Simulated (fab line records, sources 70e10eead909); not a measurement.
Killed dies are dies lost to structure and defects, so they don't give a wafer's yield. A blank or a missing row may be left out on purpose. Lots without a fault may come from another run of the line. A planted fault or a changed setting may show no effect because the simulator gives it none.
A struck lot beside a sound one | flow nand_harc | 16 steps out of a route of 1159
Sound: wafers L282.1, L282.3, L282.4. Struck: wafer L290.4. (L290.5, L290.6 of the same lot were not struck and are left out.) The cause comes at the end.
At each step with rows: each side's tool, then ch and its chambers, then its first start. Under that, the readings that differ: sound wafers | struck wafers | difference of the means | sigmas: that difference in standard deviations of wafers without a fault.
alike: readings whose means differ by less than 2 such deviations, and words and numbers that are the same on both sides. not compared: withheld readings, readings that some wafer has no value for, bounds like >300 that may hide the same value, and numbers for which the record gives no deviation and whose values overlap.
The two part at a step that has a row with sigmas, a row that says differs or no value, or rows on one side only. Numbers that don't overlap but have no deviation are shown without sigmas and don't part them. A reading that every wafer of one side lacks parts them only if that side has two wafers or more.

NHARC_A_M1_PRE_CLEAN_30: time 30 s.
  sound on pvd_sputter-02; struck on pvd_sputter-02
  reading            | sound       | struck | difference | sigmas
  heater_power_w (W) | 435 392 378 | 533    | +131       | +2
NHARC_A_M1_PVD_20: deposits TaN, target thk 5 nm, time 8.06 s.
  sound on pvd_sputter-02; struck on pvd_sputter-02
  alike: throttle_valve_pct
NHARC_A_M1_PVD_21: deposits Cu, target thk 30 nm, time 20.49 s.
  sound on pvd_sputter-02; struck on pvd_sputter-02
  alike: throttle_valve_pct
then, 1 step without rows for these wafers: NHARC_A_M1_ECD_22 (material Cu, target thk 400 nm).
NHARC_A_M1_ANNEAL_31: time 90 s.
  sound on rtp_anneal-01 ch 0, day 18 06:32; struck on rtp_anneal-02 ch 0, day 22 01:12
  alike: wafer_temp_C_max
then, 1 step without rows for these wafers: NHARC_A_M1_CMP_23 (polishes, t overpolish 20 s, target thk 154.34 nm).
NHARC_A_M1_THK_MEAS_24: measures by xrf.
  sound on film_metro-02, day 18 07:11; struck on film_metro-01, day 22 01:43
  alike: thk_nm
then, 1 step without rows for these wafers: NHARC_A_M1_SRD_25.
NHARC_A_M1_INSPECT_27:
  sound on defect_inspect-01, day 18 07:20; struck on defect_inspect-01, day 22 01:52
  alike: raw_defect_count
NHARC_A_M1_PRE_CLEAN_32: time 12 s.
  sound on pecvd-04 ch 0,1,2, day 18 07:25; struck on pecvd-01 ch 2, day 22 01:58
  alike: heater_power_w
then, 1 step without rows for these wafers: NHARC_A_M1_DEP_33 (deposits SiCN, target thk 30 nm).
NHARC_A_BONDPAD_DEP_00: deposits SiCN, target thk 250 nm.
  sound on pecvd-03 ch 0,1,2, day 18 08:05; struck on pecvd-03 ch 2, day 22 02:42
  alike: heater_power_w
then, 1 step without rows for these wafers: NHARC_A_BONDPAD_CMP_29 (polishes SiCN, target thk 200 nm).
NHARC_A_BONDPAD_THK_MEAS_30: measures by ellipsometry.
  sound on film_metro-02, day 18 08:43; struck on film_metro-01, day 22 03:14
  reading     | sound             | struck | difference | sigmas
  thk_nm (nm) | 196.3 200.6 200.5 | 170.5  | -28.6      | -19
then, 2 steps without rows for these wafers: NHARC_A_BONDPAD_SRD_31; NHARC_END_SORT_01.

WHERE THEY PART
First at NHARC_A_M1_PRE_CLEAN_30; last, within this record, at NHARC_A_BONDPAD_THK_MEAS_30.

WHY: what the simulator had put in
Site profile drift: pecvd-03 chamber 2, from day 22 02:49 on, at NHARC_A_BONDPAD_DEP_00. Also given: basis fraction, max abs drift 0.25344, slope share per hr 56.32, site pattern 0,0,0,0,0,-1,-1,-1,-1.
